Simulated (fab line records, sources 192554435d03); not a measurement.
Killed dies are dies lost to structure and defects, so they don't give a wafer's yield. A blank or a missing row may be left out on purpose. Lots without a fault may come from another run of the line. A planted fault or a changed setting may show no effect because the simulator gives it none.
A struck lot beside a sound one | flow n5_finfet | 18 steps out of a route of 1938
Sound: wafers L816.2, L816.5, L816.6. Struck: wafers L825.3, L825.6. (L825.5 of the same lot was not struck and is left out.) The cause comes at the end.
At each step with rows: each side's tool, then ch and its chambers, then its first start. Under that, the readings that differ: sound wafers | struck wafers | difference of the means | sigmas: that difference in standard deviations of wafers without a fault.
alike: readings whose means differ by less than 2 such deviations, and words and numbers that are the same on both sides. not compared: withheld readings, readings that some wafer has no value for, bounds like >300 that may hide the same value, and numbers for which the record gives no deviation and whose values overlap.
The two part at a step that has a row with sigmas, a row that says differs or no value, or rows on one side only. Numbers that don't overlap but have no deviation are shown without sigmas and don't part them. A reading that every wafer of one side lacks parts them only if that side has two wafers or more.

N5_BEOL_M9_ETCH_62: etches SOC in N2/H2, target depth 110 nm, overetch 22 nm, time 165 s.
  sound on rie_diel-06 ch 0,3, day 13 00:16; struck on rie_diel-02 ch 2, day 14 09:27
  alike: chamber_pressure_mTorr, drypump_motor_current_A, oes_product_au, rf_vpp_V, showerhead_plenum_p_Torr, throttle_valve_pct
  not compared: rf_hours_counter_h
then, 1 step without rows for these wafers: N5_BEOL_M9_STRIP_68 (strips in N2/H2).
N5_BEOL_M9_STRIP_67: strips in CF4.
  sound on rie_diel-06 ch 0,3, day 13 00:25; struck on rie_diel-02 ch 2, day 14 09:36
  alike: bias_power_w, chamber_pressure_mTorr, drypump_motor_current_A, oes_product_au, rf_vpp_V, showerhead_plenum_p_Torr, throttle_valve_pct
  not compared: rf_hours_counter_h
N5_BEOL_M9_HM_OPEN_17: chemistry Cl2/BCl3, target TiN, target depth 20 nm, overetch 6 nm.
  sound on rie_metal-03 ch 0,1, day 13 00:27; struck on rie_metal-03 ch 0, day 14 09:40
  reading               | sound          | struck    | difference | sigmas
  oes_product_au (a.u.) | 0.53 0.54 0.64 | 0.84 0.83 | +0.26      | +3
  alike: chamber_pressure_mTorr, drypump_motor_current_A, throttle_valve_pct
  not compared: rf_hours_counter_h
N5_BEOL_M9_STRIP_19: strips in O2.
  sound on rie_diel-06 ch 0,1, day 13 00:34; struck on rie_diel-02 ch 1,3, day 14 09:50
  alike: chamber_pressure_mTorr, drypump_motor_current_A, oes_product_au, rf_vpp_V, showerhead_plenum_p_Torr, throttle_valve_pct
  not compared: rf_hours_counter_h
N5_BEOL_M9_CD_MEAS_18: pitch 140 nm, target cd 70 nm.
  sound on cd_sem-03, day 13 00:38; struck on cd_sem-02, day 14 09:55
  alike: cd_nm
then, 6 steps without rows for these wafers: N5_BEOL_M9_COAT_63 (time 60 s, resist thk 60 nm); N5_BEOL_M9_COAT_64 (time 60 s, resist thk 12 nm); N5_BEOL_M9_COAT_75 (time 60 s, resist thk 5 nm); N5_BEOL_M9_COAT_22 (resist thk 30 nm); N5_BEOL_M9_EBR_24; N5_BEOL_M9_SOFTBAKE_23 (time 60 s).
N5_BEOL_M9_EXPOSE_25: exposes mask V8.
  sound on euv_scanner-01 ch 0, day 13 00:52; struck on euv_scanner-02 ch 0, day 14 11:50
  alike: mask
then, 2 steps without rows for these wafers: N5_BEOL_M9_PEB_26 (peb time 60 s); N5_BEOL_M9_DEVELOP_27 (develop time 30 s).
N5_BEOL_M9_CD_MEAS_28: target cd 70 nm.
  sound on cd_sem-01 ch 0, day 13 00:59; struck on cd_sem-01 ch 0, day 14 11:58
  reading    | sound             | struck      | difference | sigmas
  cd_nm (nm) | 70.15 70.73 70.25 | 72.74 71.75 | +1.87      | +7
N5_BEOL_M9_OVL_MEAS_29:
  sound on overlay-01 ch 0, day 13 01:01; struck on overlay-02 ch 0, day 14 12:00
  alike: V8_OVL
N5_PASSIVATION_PROBE_49:
  the record has rows for the sound wafers here (prober-01, day 15 13:11) and none for the struck ones

WHERE THEY PART
First at N5_BEOL_M9_HM_OPEN_17; last, within this record, at N5_PASSIVATION_PROBE_49.

WHY: what the simulator had put in
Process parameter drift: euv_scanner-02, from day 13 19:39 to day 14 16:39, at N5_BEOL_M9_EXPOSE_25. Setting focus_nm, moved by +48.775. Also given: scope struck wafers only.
